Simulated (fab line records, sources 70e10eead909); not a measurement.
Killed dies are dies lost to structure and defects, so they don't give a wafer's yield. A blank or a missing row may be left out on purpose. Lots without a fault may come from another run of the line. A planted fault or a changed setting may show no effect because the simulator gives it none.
Chamber matching | flow nand_harc | NHARC_A_CHANNEL_FILL_D1_STRIP_28 on rie_diel-13: 4 sister chambers
The step strips in O2, time 20 s. 14 wafers are shown with their chamber, then 7 later ones without.

WAFERS WITH THEIR CHAMBER
wafer  | chamber | showerhead_plenum_p_Torr (Torr) | drypump_motor_current_A (A) | oes_product_au (a.u.)
L076.1 | 1       | 3.39                            | 5.5                         | 0.974
L076.5 | 3       | 3.62                            | 6.0                         | 0.997
L076.6 | 0       | 3.36                            | 5.2                         | 0.994
L077.1 | 2       | 3.41                            | 6.0                         | 1.003
L077.5 | 2       | 3.41                            | 6.0                         | 1.010
L077.6 | 3       | 3.62                            | 6.0                         | 0.999
L083.1 | 1       | 3.39                            | 5.4                         | 0.981
L083.3 | 0       | 3.36                            | 5.2                         | 1.003
L083.6 | 2       | 3.40                            | 6.0                         | 1.007
L089.1 | 3       | 3.62                            | 6.0                         | 1.002
L089.5 | 1       | 3.39                            | 5.5                         | 0.991
L089.6 | 2       | 3.40                            | 6.0                         | 1.009
L092.4 | 1       | 3.38                            | 5.5                         | 1.005
L092.5 | 1       | 3.38                            | 5.4                         | 0.998

SIGNATURES (means of the wafers above)
reading                  | chamber 0 | chamber 1 | chamber 2 | chamber 3 | scatter within a chamber
showerhead_plenum_p_Torr | 3.3600    | 3.3860    | 3.4050    | 3.6200    | 0.00469
drypump_motor_current_A  | 5.200     | 5.460     | 6.000     | 6.000     | 0.0346
oes_product_au           | 0.99850   | 0.98980   | 1.00725   | 0.99933   | 0.00842
Rule: a wafer's distance from a chamber is the root of the sum, over the readings, of the square of ((its reading less the chamber's mean) divided by the reading's scatter). The wafer belongs to the nearest chamber; if the next one is less than 2 further off, it can't be placed. The scatter: the root of (the sum of the squares of (reading less its chamber's mean) over the shown wafers, divided by (wafers less chambers)).

WAFERS WITHOUT THEIR CHAMBER
wafer  | showerhead_plenum_p_Torr (Torr) | drypump_motor_current_A (A) | oes_product_au (a.u.)
L092.6 | 3.36                            | 5.2                         | 0.992
L093.1 | 3.40                            | 6.0                         | 0.999
L093.3 | 3.61                            | 6.0                         | 1.014
L093.4 | 3.38                            | 5.5                         | 0.999
L096.3 | 3.40                            | 6.0                         | 1.009
L096.4 | 3.35                            | 5.2                         | 0.994
L096.6 | 3.35                            | 5.2                         | 0.988

WHICH CHAMBER EACH WENT THROUGH
wafer  | from the rows above | in truth
L092.6 | 0                   | 0
L093.1 | 2                   | 2
L093.3 | 3                   | 3
L093.4 | 1                   | 1
L096.3 | 2                   | 2
L096.4 | 0                   | 0
L096.6 | 0                   | 0
Placed correctly: 7 of 7. Can't be placed from these rows: 0. Placed wrongly: 0.
